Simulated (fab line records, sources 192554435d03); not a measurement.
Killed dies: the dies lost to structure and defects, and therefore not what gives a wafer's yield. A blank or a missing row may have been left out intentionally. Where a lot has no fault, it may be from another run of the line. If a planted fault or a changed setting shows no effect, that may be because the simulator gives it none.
fab line records	flow n5_finfet
[record] lots = 24	wafers = 72	last_day = 17
route steps=1938 shown BEOL_M5@1135 BEOL_M6@1196
lots that met no fault: from a run of the same line without faults
start_h: the number of hours between the record's first day and the start of the first shown wafer of the lot	wait_h: hours from the lot's prior step to this one	" repeats the value in the row above	L1.1+2: a single row standing in for several wafers	- no value, or no start was given	* or withheld: withheld	< > ~ a bound
route shown NAME@n: NAME is a module with steps in the file, n the number in the route of the first one	usual: average and standard deviation across the fault-free wafers	same: alike in all rows	chamber/n: place in a boat	sites: readings site by site	_std_site: standard deviation across them	_edge_site: inner sites' mean taken away from outer sites' mean	radius_mm: for every site, how far away it sits from the centre of the wafer	mask NAME#n: copy n	behind: tool/chamber where the wafer was last shaped	hold: reason for holding the lot/hours on hold/outcome of the hold	device: whichever transistor did not switch (one of n, p or np)	end of line: the route-end tests of the same wafers	a step without rows: its recipe alone	killed: the dies lost at the first sort to structure and to defects; this is not the yield of the wafer	map: dies across one wafer; x = killed, . = not, _ = none there
set.NAME: the setting that was run; set.NAME@STEP: the one run at that earlier step	model.NAME: the simulator's own value behind a step, which no gauge read
a sample of lots followed through the steps of the route, with each step as a table and each wafer as a row
services: from which hour (start_h, from the record's first day; less than 0 if before it) a tool's chamber was out of use, for how many hours, and why
[[steps]]
[step N5_BEOL_M5_STRIP_64]
[recipe] chemistry = CF4	resist = SiARC	power_w = 300	bias_power_w = 75	pressure_mtorr = 50	cf4_flow_sccm = 150	rf_frequency_hz = 6e+07
[usual] cf4_flow_sccm = 150.0/0.41	drypump_motor_current_A = 5.9/0.47	oes_product_au = 0.81/0.087	rf_vpp_V = 271.0/1.4	showerhead_plenum_p_Torr = 1.80/0.046	throttle_valve_pct = 13.5/0.32
lot.wafer	tool	chamber	start_h	wait_h	cf4_flow_sccm	drypump_motor_current_A	oes_product_au	rf_hours_counter_h	rf_vpp_V	showerhead_plenum_p_Torr	throttle_valve_pct
L075.1	rie_diel-03	3	177.88	0.0	149.7	5.7	0.69	215	272.4	1.86	13.9
L075.2	"	0	"	"	150.6	6.2	0.98	2	273.4	1.74	12.9
L075.5	"	3	"	"	150.2	5.7	0.69	-	273.5	1.85	13.9
L074.2	rie_diel-06	2	177.91	0.0	150.8	5.3	0.75	161	271.3	1.82	14.0
L074.4	"	3	"	"	149.9	5.4	0.88	35	273.0	1.88	13.2
L074.5	"	1	"	"	150.1	5.5	0.93	-	270.5	1.77	13.3
L076.3	rie_diel-02	1	178.98	0.0	150.7	6.6	0.80	92	273.0	1.82	13.4
L076.5	"	3	"	"	149.5	5.2	0.83	-	270.5	1.76	13.4
L076.6	"	0	"	"	149.8	6.3	0.68	-	273.2	1.87	13.6
L077.2	rie_diel-03	1	194.70	0.0	150.2	5.7	0.73	180	269.7	1.74	14.0
L077.3	"	2	"	"	149.3	6.6	0.92	16	272.7	1.83	13.3
L077.4	"	0	"	"	149.9	6.2	0.95	7	270.7	1.74	12.9
L079.2	rie_diel-03	3	197.98	0.0	150.4	5.7	0.68	223	272.6	1.85	13.9
L079.3	"	0	"	"	150.5	6.2	0.95	8	268.2	1.74	12.9
L079.6	"	2	"	"	149.8	6.6	0.92	-	272.1	1.83	13.3
L078.2	rie_diel-02	0	199.10	0.0	149.6	6.2	0.68	218	271.9	1.87	13.6
L078.3	"	1	"	"	149.2	6.6	0.80	99	271.6	1.82	13.4
L078.4	"	3	"	"	150.1	5.2	0.83	58	269.0	1.76	13.4
L080.3	rie_diel-02	1	210.64	0.0	149.4	6.6	0.79	101	271.5	1.82	13.4
L080.4	"	2	"	"	150.0	6.1	0.96	4	271.3	1.77	13.4
L080.6	"	2	"	"	150.0	6.1	0.95	-	269.8	1.77	13.4
L081.3	rie_diel-02	0	217.80	0.0	150.1	6.3	0.67	224	274.1	1.86	13.6
L081.4	"	2	"	"	149.9	6.1	0.94	6	269.4	1.77	13.4
L081.6	"	1	"	"	150.2	6.6	0.79	-	271.2	1.82	13.4
L082.1	rie_diel-02	2	218.13	0.0	149.9	6.1	0.94	6	270.7	1.77	13.4
L082.2	"	1	"	"	150.4	6.6	0.79	103	272.2	1.81	13.4
L082.3	"	3	"	"	151.0	5.3	0.81	64	270.3	1.76	13.4
L084.2	rie_diel-06	1	223.78	0.0	149.6	5.5	0.90	23	269.4	1.76	13.3
L084.3	"	3	"	"	150.6	5.4	0.85	49	273.6	1.88	13.3
L084.4	"	0	"	"	149.8	6.0	0.81	93	270.2	1.82	13.7
L083.2	rie_diel-06	2	225.88	0.0	149.9	5.4	0.75	176	269.9	1.82	14.1
L083.5	"	2	"	"	150.2	5.4	0.74	-	269.2	1.82	14.1
L083.6	"	1	"	"	150.3	5.5	0.89	-	269.7	1.76	13.3
L085.1	rie_diel-03	1	242.33	0.0	149.9	5.6	0.73	194	268.6	1.74	14.1
L085.4	"	2	"	"	149.9	6.5	0.89	30	270.5	1.82	13.3
L085.5	"	3	"	"	149.3	5.7	0.68	-	272.4	1.85	13.9
L086.1	rie_diel-02	1	249.25	0.0	149.5	6.7	0.78	112	271.4	1.81	13.5
L086.2	"	0	"	"	149.3	6.3	0.67	233	271.3	1.86	13.6
L086.6	"	2	"	"	150.3	6.1	0.91	-	270.3	1.77	13.5
L088.2	rie_diel-02	1	255.45	0.0	150.5	6.7	0.78	114	271.1	1.81	13.5
L088.5	"	1	"	"	150.2	6.6	0.78	-	271.0	1.81	13.5
L088.6	"	0	"	"	150.2	6.3	0.68	-	272.2	1.86	13.6
L087.1	rie_diel-06	1	255.49	0.0	150.0	5.5	0.88	31	269.1	1.76	13.3
L087.2	"	2	"	"	149.7	5.4	0.74	184	271.4	1.81	14.1
L087.4	"	0	"	"	149.1	6.0	0.79	101	272.2	1.81	13.8
L089.1	rie_diel-03	0	266.70	0.0	150.3	6.2	0.90	27	270.8	1.73	13.0
L089.4	"	2	"	"	149.9	6.6	0.88	38	272.1	1.82	13.4
L089.6	"	0	"	"	150.3	6.2	0.90	-	269.4	1.73	13.0
L090.1	rie_diel-03	2	279.47	0.0	150.6	6.6	0.87	42	270.1	1.82	13.4
L090.3	"	0	"	"	150.0	6.2	0.89	32	270.5	1.73	13.0
L090.5	"	2	"	"	149.8	6.6	0.87	-	270.7	1.82	13.4
L091.2	rie_diel-06	0	282.66	0.0	149.7	6.1	0.79	110	271.2	1.81	13.8
L091.4	"	1	"	"	150.6	5.5	0.87	38	270.6	1.76	13.4
L091.6	"	0	"	"	150.1	6.0	0.78	-	270.4	1.81	13.8
L092.2	rie_diel-02	2	288.30	0.0	150.3	6.1	0.88	29	269.6	1.76	13.5
L092.4	"	1	"	"	149.5	6.7	0.78	124	271.2	1.81	13.5
L092.6	"	2	"	"	150.5	6.1	0.88	-	270.5	1.76	13.5
L093.2	rie_diel-06	3	288.72	0.0	149.8	5.4	0.82	69	274.4	1.88	13.3
L093.3	"	1	"	"	150.7	5.5	0.87	40	271.3	1.76	13.4
L093.5	"	0	"	"	150.2	6.1	0.78	-	272.8	1.81	13.8
L094.1	rie_diel-06	2	292.28	0.0	150.8	5.4	0.72	197	272.0	1.81	14.1
L094.5	"	2	"	"	150.4	5.3	0.73	-	269.9	1.81	14.1
L094.6	"	1	"	"	150.1	5.5	0.87	-	270.8	1.76	13.4
L097.3	rie_diel-02	1	310.97	0.0	150.0	6.6	0.76	132	270.2	1.81	13.5
L097.5	"	1	"	"	150.0	6.6	0.76	-	270.0	1.81	13.5
L097.6	"	3	"	"	150.2	5.3	0.78	-	270.2	1.75	13.5
L095.1	rie_diel-03	3	311.15	0.0	149.6	5.7	0.96	0	272.6	1.84	13.4
L095.2	"	2	"	"	149.6	6.6	0.85	52	271.0	1.82	13.4
L095.5	"	2	"	"	150.1	6.6	0.86	-	271.3	1.82	13.4
L096.2	rie_diel-03	0	313.47	0.0	149.1	6.2	0.88	42	270.6	1.73	13.0
L096.4	"	1	"	"	150.3	5.6	0.70	217	268.5	1.73	14.1
L096.6	"	0	"	"	149.6	6.2	0.88	-	269.9	1.73	13.0
[step N5_BEOL_M5_HM_OPEN_17]
[recipe] chemistry = Cl2/BCl3	target_depth_a = 200	overetch_a = 60	target = TiN	mask_material = SOC	ion_energy_ev = 150	pressure_mtorr = 10	icp_w = 1000	bias_w = 126	Cl2_flow_sccm = 53.25	bcl3_flow_sccm = 21.75	Ar_flow_sccm = 25
[usual] drypump_motor_current_A = 5.8/0.46	oes_product_au = 0.64/0.05	throttle_valve_pct = 22.36/0.2
lot.wafer	tool	chamber	start_h	wait_h	drypump_motor_current_A	oes_product_au	rf_hours_counter_h	throttle_valve_pct
L075.1	rie_metal-01	1	177.93	0.0	4.9	0.68	32	21.97
L075.2	"	0	"	"	5.6	0.64	49	22.28
L075.5	"	1	"	"	4.8	0.68	-	21.98
L074.2	rie_metal-03	1	177.96	0.0	6.1	0.55	103	22.19
L074.4	"	1	"	"	6.1	0.55	-	22.19
L074.5	"	1	"	"	6.1	0.55	-	22.19
L076.3	rie_metal-02	0	179.05	0.1	5.9	0.61	-	22.56
L076.5	"	0	"	"	6.0	0.61	-	22.57
L076.6	"	1	"	"	6.3	0.69	-	22.43
L077.2	rie_metal-02	0	194.75	0.0	5.9	0.60	76	22.56
L077.3	"	1	"	"	6.3	0.68	-	22.43
L077.4	"	0	"	"	6.0	0.60	-	22.56
L079.2	rie_metal-02	0	198.02	0.0	5.9	0.60	76	22.58
L079.3	"	1	"	"	6.3	0.67	-	22.45
L079.6	"	1	"	"	6.3	0.67	-	22.45
L078.2	rie_metal-02	1	199.14	0.0	6.3	0.68	30	22.42
L078.3	"	0	"	"	6.0	0.61	-	22.58
L078.4	"	1	"	"	6.3	0.67	-	22.44
L080.3	rie_metal-01	1	210.71	0.1	4.9	0.68	-	21.97
L080.4	"	0	"	"	5.6	0.65	-	22.27
L080.6	"	0	"	"	5.6	0.64	-	22.29
L081.3	rie_metal-02	0	217.87	0.1	6.0	0.60	-	22.58
L081.4	"	1	"	"	6.3	0.68	-	22.43
L081.6	"	0	"	"	6.0	0.60	-	22.58
L082.1	rie_metal-02	0	218.17	0.0	5.9	0.59	78	22.58
L082.2	"	1	"	"	6.3	0.67	31	22.46
L082.3	"	0	"	"	6.0	0.60	-	22.58
L084.2	rie_metal-03	1	223.82	0.0	6.0	0.55	107	22.20
L084.3	"	1	"	"	6.0	0.56	-	22.21
L084.4	"	0	"	"	5.7	0.75	-	22.33
L083.2	rie_metal-01	1	225.92	0.0	4.8	0.68	38	21.97
L083.5	"	1	"	"	4.8	0.68	-	21.97
L083.6	"	0	"	"	5.6	0.64	-	22.27
L085.1	rie_metal-01	1	242.38	0.0	4.8	0.66	38	22.00
L085.4	"	0	"	"	5.6	0.64	-	22.29
L085.5	"	0	"	"	5.6	0.63	-	22.29
L086.1	rie_metal-01	0	249.29	0.0	5.6	0.63	55	22.28
L086.2	"	1	"	"	4.8	0.67	39	21.98
L086.6	"	1	"	"	4.8	0.68	-	21.98
L088.2	rie_metal-01	0	255.55	0.1	5.7	0.63	56	22.28
L088.5	"	0	"	"	5.6	0.63	-	22.29
L088.6	"	1	"	"	4.9	0.68	-	21.98
L087.1	rie_metal-03	0	255.59	0.1	5.8	0.73	16	22.35
L087.2	"	1	"	"	6.1	0.54	110	22.22
L087.4	"	0	"	"	5.8	0.73	-	22.33
L089.1	rie_metal-03	0	266.74	0.0	5.7	0.73	18	22.33
L089.4	"	1	"	"	6.0	0.54	-	22.23
L089.6	"	1	"	"	6.0	0.53	-	22.23
L090.1	rie_metal-02	0	279.51	0.0	6.0	0.59	83	22.60
L090.3	"	0	"	"	5.9	0.60	-	22.59
L090.5	"	0	"	"	6.0	0.59	-	22.57
L091.2	rie_metal-02	1	282.70	0.0	6.3	0.66	37	22.46
L091.4	"	0	"	"	5.9	0.59	-	22.57
L091.6	"	1	"	"	6.3	0.67	-	22.45
L092.2	rie_metal-02	1	288.34	0.0	6.3	0.65	37	22.46
L092.4	"	0	"	"	5.9	0.59	-	22.58
L092.6	"	1	"	"	6.3	0.67	-	22.46
L093.2	rie_metal-02	0	288.76	0.0	5.9	0.60	84	22.58
L093.3	"	0	"	"	5.9	0.59	-	22.58
L093.5	"	0	"	"	5.9	0.59	-	22.60
L094.1	rie_metal-02	1	292.33	0.0	6.3	0.65	38	22.47
L094.5	"	1	"	"	6.3	0.65	-	22.47
L094.6	"	0	"	"	6.0	0.58	-	22.59
L097.3	rie_metal-01	0	311.04	0.1	5.6	0.63	-	22.30
L097.5	"	0	"	"	5.6	0.62	-	22.30
L097.6	"	1	"	"	4.9	0.66	-	22.00
L095.1	rie_metal-02	1	311.19	0.0	6.3	0.65	40	22.46
L095.2	"	0	"	"	5.9	0.59	87	22.58
L095.5	"	0	"	"	5.9	0.59	-	22.60
L096.2	rie_metal-02	1	313.52	0.0	6.3	0.65	40	22.47
L096.4	"	1	"	"	6.2	0.65	-	22.46
L096.6	"	0	"	"	5.9	0.59	-	22.58
[step N5_BEOL_M5_CURE_80]
[recipe] temp_c = 370	time_s = 120	ambient = DMADMS/He	material = SiCOH_lowk
[usual] lamp_power_pct = 52.32/0.053	wafer_temp_C_max = 371.7/0.52
lot.wafer	tool	chamber	start_h	wait_h	lamp_power_pct	wafer_temp_C_max
L074.2	uv_cure-01	2	179.76	0.1	52.28	371.5
L074.4	"	2	"	"	52.25	371.5
L074.5	"	2	"	"	52.32	370.6
L075.1	uv_cure-03	1	179.86	0.1	52.33	371.9
L075.2	"	1	"	"	52.31	371.6
L075.5	"	1	"	"	52.37	371.4
L076.3	uv_cure-02	1	180.84	0.1	52.30	371.3
L076.5	"	1	"	"	52.27	371.9
L076.6	"	1	"	"	52.36	371.5
L077.2	uv_cure-01	2	196.50	0.1	52.30	371.4
L077.3	"	2	"	"	52.32	371.3
L077.4	"	2	"	"	52.22	371.9
L079.2	uv_cure-01	1	199.48	0.1	52.28	371.8
L079.3	"	1	"	"	52.32	371.9
L079.6	"	1	"	"	52.31	371.8
L078.2	uv_cure-01	2	202.88	0.1	52.30	371.6
L078.3	"	2	"	"	52.32	371.4
L078.4	"	2	"	"	52.43	371.5
L080.3	uv_cure-01	0	213.03	0.1	52.29	373.1
L080.4	"	0	"	"	52.28	372.6
L080.6	"	0	"	"	52.31	372.4
L082.1	uv_cure-03	2	221.25	0.0	52.29	372.8
L082.2	"	2	"	"	52.38	372.9
L082.3	"	2	"	"	52.34	372.0
L081.3	uv_cure-02	1	221.73	0.1	52.28	372.0
L081.4	"	1	"	"	52.19	371.7
L081.6	"	1	"	"	52.34	371.6
L084.2	uv_cure-03	0	225.93	0.1	52.40	371.8
L084.3	"	0	"	"	52.34	371.2
L084.4	"	0	"	"	52.36	371.5
L083.2	uv_cure-03	0	227.42	0.1	52.38	371.6
L083.5	"	0	"	"	52.33	371.3
L083.6	"	0	"	"	52.25	371.7
L085.1	uv_cure-01	2	243.75	0.0	52.40	371.5
L085.4	"	2	"	"	52.26	372.5
L085.5	"	2	"	"	52.34	371.8
L086.1	uv_cure-02	2	251.74	0.0	52.32	371.1
L086.2	"	2	"	"	52.33	371.4
L086.6	"	2	"	"	52.20	370.8
L087.1	uv_cure-03	2	259.03	0.0	52.24	372.6
L087.2	"	2	"	"	52.29	372.5
L087.4	"	2	"	"	52.35	372.6
L088.2	uv_cure-01	1	260.04	0.1	52.33	371.4
L088.5	"	1	"	"	52.30	371.8
L088.6	"	1	"	"	52.20	371.8
L089.1	uv_cure-01	0	268.04	0.0	52.30	372.6
L089.4	"	0	"	"	52.28	372.3
L089.6	"	0	"	"	52.37	372.1
L090.1	uv_cure-03	0	281.72	0.0	52.30	372.0
L090.3	"	0	"	"	52.29	371.7
L090.5	"	0	"	"	52.29	371.5
L091.2	uv_cure-03	2	284.33	0.1	52.35	372.4
L091.4	"	2	"	"	52.39	371.9
L091.6	"	2	"	"	52.25	372.5
L092.2	uv_cure-03	1	291.59	0.1	52.30	371.8
L092.4	"	1	"	"	52.19	372.0
L092.6	"	1	"	"	52.27	371.9
L093.2	uv_cure-01	2	291.65	0.1	52.27	371.2
L093.3	"	2	"	"	52.42	371.7
L093.5	"	2	"	"	52.32	372.1
L094.1	uv_cure-01	2	297.91	0.0	52.29	372.0
L094.5	"	2	"	"	52.31	371.1
L094.6	"	2	"	"	52.35	371.5
L097.3	uv_cure-02	2	312.56	0.1	52.23	371.1
L097.5	"	2	"	"	52.39	371.0
L097.6	"	2	"	"	52.35	371.1
L095.1	uv_cure-03	0	312.61	0.0	52.42	372.1
L095.2	"	0	"	"	52.28	371.4
L095.5	"	0	"	"	52.33	371.8
L096.2	uv_cure-03	1	315.44	0.1	52.31	372.2
L096.4	"	1	"	"	52.39	372.2
L096.6	"	1	"	"	52.26	371.8
[step N5_BEOL_M5_PRE_CLEAN_45]
[recipe] gas = H2/He	time_s = 30	temp_c = 250
[usual] heater_power_w = 326/19
lot.wafer	tool	chamber	start_h	wait_h	heater_power_w
L074.2	pvd_sputter-03	-	180.53	0.0	323
L074.4	"	-	"	"	295
L074.5	"	-	"	"	304
L075.1	pvd_sputter-01	-	180.54	0.0	332
L075.2	"	-	"	"	349
L075.5	"	-	"	"	340
L076.3	pvd_sputter-01	-	182.75	0.0	313
L076.5	"	-	"	"	351
L076.6	"	-	"	"	319
L077.2	pvd_sputter-01	-	196.96	0.0	330
L077.3	"	-	"	"	340
L077.4	"	-	"	"	352
L079.2	pvd_sputter-03	-	199.94	0.0	287
L079.3	"	-	"	"	328
L079.6	"	-	"	"	305
L078.2	pvd_sputter-01	-	203.20	0.0	340
L078.3	"	-	"	"	320
L078.4	"	-	"	"	335
L080.3	pvd_sputter-03	-	213.29	0.0	315
L080.4	"	-	"	"	323
L080.6	"	-	"	"	311
L082.1	pvd_sputter-01	-	221.77	0.0	334
L082.2	"	-	"	"	343
L082.3	"	-	"	"	316
L081.3	pvd_sputter-01	-	222.27	0.0	342
L081.4	"	-	"	"	358
L081.6	"	-	"	"	322
L084.2	pvd_sputter-01	-	226.68	0.0	318
L084.3	"	-	"	"	342
L084.4	"	-	"	"	352
L083.2	pvd_sputter-03	-	227.74	0.0	328
L083.5	"	-	"	"	304
L083.6	"	-	"	"	318
L085.1	pvd_sputter-01	-	244.16	0.0	321
L085.4	"	-	"	"	348
L085.5	"	-	"	"	344
L086.1	pvd_sputter-03	-	252.22	0.0	334
L086.2	"	-	"	"	318
L086.6	"	-	"	"	312
L087.1	pvd_sputter-03	-	259.51	0.0	316
L087.2	"	-	"	"	311
L087.4	"	-	"	"	281
L088.2	pvd_sputter-01	-	260.62	0.0	337
L088.5	"	-	"	"	342
L088.6	"	-	"	"	332
L089.1	pvd_sputter-01	-	269.93	0.0	330
L089.4	"	-	"	"	324
L089.6	"	-	"	"	335
L090.1	pvd_sputter-01	-	282.26	0.0	344
L090.3	"	-	"	"	328
L090.5	"	-	"	"	334
L091.2	pvd_sputter-01	-	284.72	0.0	363
L091.4	"	-	"	"	329
L091.6	"	-	"	"	332
L092.2	pvd_sputter-02	-	291.94	0.0	298
L092.4	"	-	"	"	349
L092.6	"	-	"	"	312
L093.2	pvd_sputter-01	-	292.21	0.0	338
L093.3	"	-	"	"	316
L093.5	"	-	"	"	332
L094.1	pvd_sputter-01	-	298.27	0.0	322
L094.5	"	-	"	"	356
L094.6	"	-	"	"	321
L097.3	pvd_sputter-03	-	312.82	0.0	315
L097.5	"	-	"	"	310
L097.6	"	-	"	"	324
L095.1	pvd_sputter-03	-	313.29	0.0	317
L095.2	"	-	"	"	291
L095.5	"	-	"	"	317
L096.2	pvd_sputter-02	-	317.59	0.0	304
L096.4	"	-	"	"	371
L096.6	"	-	"	"	349
[step N5_BEOL_M5_SPUTTER_81]
[recipe] material = Cu	target_thk_a = 150	temp_c = -20	chamber_pressure_pa = 0.07	power_w = withheld	time_s = 27.62
[usual] throttle_valve_pct = 29.9/0.98
lot.wafer	tool	chamber	start_h	wait_h	throttle_valve_pct
L075.1	pvd_sputter-02	-	182.15	0.5	30.9
L075.2	"	-	"	"	27.8
L075.5	"	-	"	"	31.0
L074.2	pvd_sputter-03	-	182.20	0.5	30.1
L074.4	"	-	"	"	30.2
L074.5	"	-	"	"	28.7
L076.3	pvd_sputter-01	-	184.90	0.5	29.1
L076.5	"	-	"	"	30.9
L076.6	"	-	"	"	31.2
L077.2	pvd_sputter-01	-	198.77	0.5	31.6
L077.3	"	-	"	"	29.6
L077.4	"	-	"	"	29.0
L079.2	pvd_sputter-02	-	201.94	0.5	29.4
L079.3	"	-	"	"	31.0
L079.6	"	-	"	"	28.1
L078.2	pvd_sputter-03	-	204.89	0.5	28.6
L078.3	"	-	"	"	29.5
L078.4	"	-	"	"	30.0
L080.3	pvd_sputter-03	-	214.97	0.5	29.9
L080.4	"	-	"	"	28.8
L080.6	"	-	"	"	30.3
L082.1	pvd_sputter-02	-	223.56	0.5	31.0
L082.2	"	-	"	"	29.7
L082.3	"	-	"	"	29.6
L081.3	pvd_sputter-03	-	224.10	0.5	28.7
L081.4	"	-	"	"	29.5
L081.6	"	-	"	"	29.5
L084.2	pvd_sputter-01	-	228.56	0.5	31.0
L084.3	"	-	"	"	31.6
L084.4	"	-	"	"	29.2
L083.2	pvd_sputter-02	-	231.06	0.5	30.8
L083.5	"	-	"	"	29.8
L083.6	"	-	"	"	31.0
L085.1	pvd_sputter-01	-	246.01	0.5	29.0
L085.4	"	-	"	"	30.0
L085.5	"	-	"	"	30.8
L086.1	pvd_sputter-02	-	254.30	0.5	27.6
L086.2	"	-	"	"	29.6
L086.6	"	-	"	"	30.7
L087.1	pvd_sputter-03	-	261.24	0.5	30.0
L087.2	"	-	"	"	29.8
L087.4	"	-	"	"	29.9
L088.2	pvd_sputter-02	-	263.89	0.5	31.0
L088.5	"	-	"	"	29.3
L088.6	"	-	"	"	31.0
L089.1	pvd_sputter-01	-	271.59	0.5	30.2
L089.4	"	-	"	"	31.8
L089.6	"	-	"	"	30.9
L090.1	pvd_sputter-03	-	284.46	0.5	29.5
L090.3	"	-	"	"	30.2
L090.5	"	-	"	"	29.5
L091.2	pvd_sputter-02	-	287.86	0.5	30.8
L091.4	"	-	"	"	29.7
L091.6	"	-	"	"	27.8
L092.2	pvd_sputter-01	-	293.63	0.5	31.5
L092.4	"	-	"	"	31.2
L092.6	"	-	"	"	30.6
L093.2	pvd_sputter-03	-	294.30	0.5	30.3
L093.3	"	-	"	"	29.6
L093.5	"	-	"	"	30.3
L094.1	pvd_sputter-01	-	300.00	0.5	29.9
L094.5	"	-	"	"	29.6
L094.6	"	-	"	"	29.2
L097.3	pvd_sputter-03	-	314.50	0.5	30.0
L097.5	"	-	"	"	30.0
L097.6	"	-	"	"	29.5
L095.1	pvd_sputter-01	-	315.34	0.5	29.8
L095.2	"	-	"	"	32.0
L095.5	"	-	"	"	29.2
L096.2	pvd_sputter-01	-	320.00	0.5	30.0
L096.4	"	-	"	"	29.1
L096.6	"	-	"	"	30.7
[step N5_BEOL_M6_THK_MEAS_01]
[recipe] reads = SiCOH_lowk_of_BEOL_M6_ILD_DEP_00
[usual] M6_ILD_THK = 154.9/2.1
lot.wafer	tool	chamber	start_h	wait_h	M6_ILD_THK[nm]
L075.1	film_metro-02	-	187.18	0.4	156.1
L075.2	"	-	"	"	155.9
L075.5	"	-	"	"	159.5
L074.2	film_metro-01	-	187.27	0.4	150.0
L074.4	"	-	"	"	155.2
L074.5	"	-	"	"	154.9
L076.3	film_metro-01	-	190.18	0.3	153.4
L076.5	"	-	"	"	157.0
L076.6	"	-	"	"	152.8
L077.2	film_metro-01	-	206.09	0.4	154.5
L077.3	"	-	"	"	159.6
L077.4	"	-	"	"	160.8
L079.2	film_metro-02	-	210.19	0.4	153.8
L079.3	"	-	"	"	156.1
L079.6	"	-	"	"	158.7
L078.2	film_metro-02	-	211.42	0.4	151.8
L078.3	"	-	"	"	153.1
L078.4	"	-	"	"	155.6
L080.3	film_metro-02	-	220.70	0.3	153.2
L080.4	"	-	"	"	152.4
L080.6	"	-	"	"	153.4
L082.1	film_metro-01	-	228.68	0.4	155.1
L082.2	"	-	"	"	155.0
L082.3	"	-	"	"	156.9
L081.3	film_metro-02	-	229.13	0.3	156.0
L081.4	"	-	"	"	155.1
L081.6	"	-	"	"	156.6
L084.2	film_metro-02	-	233.52	0.4	151.7
L084.3	"	-	"	"	155.7
L084.4	"	-	"	"	154.5
L083.2	film_metro-02	-	236.27	0.4	153.5
L083.5	"	-	"	"	153.7
L083.6	"	-	"	"	151.5
L085.1	film_metro-02	-	251.37	0.4	152.4
L085.4	"	-	"	"	154.3
L085.5	"	-	"	"	155.2
L086.1	film_metro-02	-	259.72	0.4	155.6
L086.2	"	-	"	"	151.3
L086.6	"	-	"	"	154.7
L087.1	film_metro-01	-	266.41	0.4	155.4
L087.2	"	-	"	"	151.9
L087.4	"	-	"	"	157.3
L088.2	film_metro-01	-	268.94	0.4	152.4
L088.5	"	-	"	"	158.8
L088.6	"	-	"	"	156.7
L089.1	film_metro-02	-	276.71	0.4	152.3
L089.4	"	-	"	"	157.8
L089.6	"	-	"	"	155.6
L090.1	film_metro-02	-	289.91	0.8	153.5
L090.3	"	-	"	"	155.9
L090.5	"	-	"	"	156.7
L091.2	film_metro-01	-	293.04	0.4	152.1
L091.4	"	-	"	"	154.3
L091.6	"	-	"	"	153.5
L092.2	film_metro-01	-	298.72	0.4	154.1
L092.4	"	-	"	"	155.3
L092.6	"	-	"	"	155.3
L093.2	film_metro-01	-	303.47	0.4	155.8
L093.3	"	-	"	"	152.8
L093.5	"	-	"	"	157.5
L094.1	film_metro-01	-	305.01	0.4	153.9
L094.5	"	-	"	"	157.0
L094.6	"	-	"	"	155.6
L095.1	film_metro-02	-	320.37	0.4	152.2
L095.2	"	-	"	"	153.7
L095.5	"	-	"	"	155.3
L097.3	film_metro-01	-	323.56	0.3	155.6
L097.5	"	-	"	"	157.6
L097.6	"	-	"	"	155.2
L096.2	film_metro-02	-	325.58	0.4	154.1
L096.4	"	-	"	"	155.1
L096.6	"	-	"	"	157.5
[[services]]
tool	chamber	start_h	hours	kind
rie_diel-03	0	154.19	-	clean
rie_diel-03	0	154.19	-	consumable_replace:focus_ring
rie_diel-03	0	154.19	17.6	scheduled_down
rie_diel-03	0	154.19	17.6	vent_cycle
rie_metal-01	-	168.05	2.8	pm
uv_cure-02	-	169.54	2.2	repair
rie_diel-02	2	172.46	-	clean
rie_diel-02	2	172.46	-	consumable_replace:focus_ring
rie_diel-02	2	172.46	20.7	scheduled_down
rie_diel-02	2	172.46	20.7	vent_cycle
uv_cure-03	-	193.66	4.5	pm
rie_metal-03	-	218.58	4.9	repair
rie_diel-06	1	268.83	5.7	repair
uv_cure-02	-	277.50	7.5	pm
rie_diel-03	0	288.35	3.7	repair
uv_cure-02	-	288.45	18.8	repair
rie_diel-03	3	298.09	-	clean
rie_diel-03	3	298.09	-	consumable_replace:focus_ring
rie_diel-03	3	298.09	12.6	scheduled_down
uv_cure-03	-	302.46	0.9	repair
rie_diel-02	0	307.50	-	clean
rie_diel-02	0	307.50	-	consumable_replace:focus_ring
rie_metal-01	-	314.85	14.6	pm
rie_metal-03	-	318.78	0.3	repair
[[key]]
fault none
